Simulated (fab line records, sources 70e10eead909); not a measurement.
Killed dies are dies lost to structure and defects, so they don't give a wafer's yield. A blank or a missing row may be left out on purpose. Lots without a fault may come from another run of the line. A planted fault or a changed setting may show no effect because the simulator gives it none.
Problem report in the 8D (eight disciplines) form, filled by code | flow nand_harc | the parts of the form that need people (team, actions taken, sign-off) are left out

1. THE PROBLEM
sort_bin_2_pct at NHARC_END_SORT_01 reads a mean of 96.9 % on 6 wafers of 2 lots; wafers without a fault read 1.6 % with a standard deviation of 0.67. That is +99 or more standard deviations from the usual mean.
First seen on wafer L566.2, day 24 20:20, on prober-01. The record holds 33 wafers of 11 lots with a number at this step. Rule for "out", or "out of limits": more than 4 standard deviations from the usual mean. The other wafers with a number count as sound.

2. WHAT IT IS AND WHAT IT IS NOT
question                    | is                                                                                                                  | is not
which readings at this step | sort_bin_2_pct, defect_limited_yield, killed_at_array, killed_dies, sort_n_pass, sort_rim_yield_pct, sort_yield_pct | killed_at_other, killed_at_periphery, killed_open, killed_short, sort_bin_4_pct
which lots                  | L566, L567                                                                                                          | L545, L546, L547, L548, L550, L553, L554, L556, L558
which wafers of those lots  | all that have a number                                                                                              | -
read on which gauges        | prober-01                                                                                                           | prober-02
when                        | from day 24 20:20                                                                                                   | up to then (27 sound wafers)

3. SUSPECTS, AND WHAT RULES EACH OUT
Counting: a tool at a process step up to the reading stays a suspect if it ran every lot that is out and no sound lot after the first of them.
- the gauge at NHARC_END_SORT_01: ruled out. All the wafers that are out were read on prober-01, but those of them that NHARC_A_BONDPAD_ETCH_12 has rows for are out there too, on other tools.
- rie_diel-07 at NHARC_A_M1_ETCH_15 (etches the open film in C4F8/Ar, target depth 182.5 nm, time 91.2 s): kept. It ran every lot that is out, first L566 (day 23 11:32), and no sound lot after that. NHARC_A_M1_ETCH_15 gives no start for some lots, so the hours and the order of its lots are those of NHARC_A_M1_ANNEAL_31.
- rie_diel-02 at NHARC_A_BONDPAD_ETCH_12 (etches the open film in CHF3/O2, target depth 220 nm, time 110 s): kept. It ran every lot that is out, first L566 (day 23 14:40), and no sound lot after that; its last sound lot up to then is L554 (day 20 05:15). Its own readings are out on those wafers: oes_product_au, rf_fwd_power_W.
Left after counting: rie_diel-07 at NHARC_A_M1_ETCH_15, rie_diel-02 at NHARC_A_BONDPAD_ETCH_12.

4. THE CAUSE (what the simulator had put in)
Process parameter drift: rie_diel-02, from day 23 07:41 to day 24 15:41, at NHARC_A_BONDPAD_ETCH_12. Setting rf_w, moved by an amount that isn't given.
Counting left 2 suspects, and this tool is among them.

5. THE CHAIN OF EFFECTS, in route order
Each row: a reading whose mean over the struck wafers that have a number lies more than 3 standard deviations from the usual. Only readings for which the record gives a usual standard deviation are gone through. hours: the time from each lot's start at the first step in this table that gives one to its start at this step, as a median over the lots. sigmas: the change in usual standard deviations.
hours | step                    | reading              | usual      | on struck wafers | change | sigmas
0     | NHARC_A_BONDPAD_ETCH_12 | oes_product_au       | 0.938 a.u. | 0.702            | -0.236 | -11
0     | NHARC_A_BONDPAD_ETCH_12 | rf_fwd_power_W       | 497.2 W    | 297.6            | -199.6 | -99 or more
32    | NHARC_END_SORT_01       | defect_limited_yield | 95.1 %     | 0.0              | -95.1  | -59
32    | NHARC_END_SORT_01       | killed_at_array      | 29         | 674              | +645   | +59
32    | NHARC_END_SORT_01       | killed_dies          | 33         | 677              | +644   | +59
32    | NHARC_END_SORT_01       | sort_bin_2_pct       | 1.6 %      | 96.9             | +95.3  | +99 or more
32    | NHARC_END_SORT_01       | sort_n_pass          | 644        | 0                | -644   | -59
32    | NHARC_END_SORT_01       | sort_rim_yield_pct   | 96.3 %     | 0.0              | -96.3  | -39
32    | NHARC_END_SORT_01       | sort_yield_pct       | 95.1 %     | 0.0              | -95.1  | -59
The process steps in it:
- NHARC_A_BONDPAD_ETCH_12: etches the open film in CHF3/O2, target depth 220 nm, time 110 s.

6. WHAT WOULD HAVE CAUGHT IT SOONER
In this record the first reading out of limits at a measuring or inspecting step was taken at day 24 20:20, 37 hours after the fault began at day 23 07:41.
The tool's own readings at NHARC_A_BONDPAD_ETCH_12 were out on every struck wafer that the step has a row for (oes_product_au, rf_fwd_power_W): an alarm limit on them would have fired on the first of those.
All the lots that are out (2) had begun NHARC_A_BONDPAD_ETCH_12 on rie_diel-02 by day 24 20:20. A hold on the tool at that time would have spared none of them.
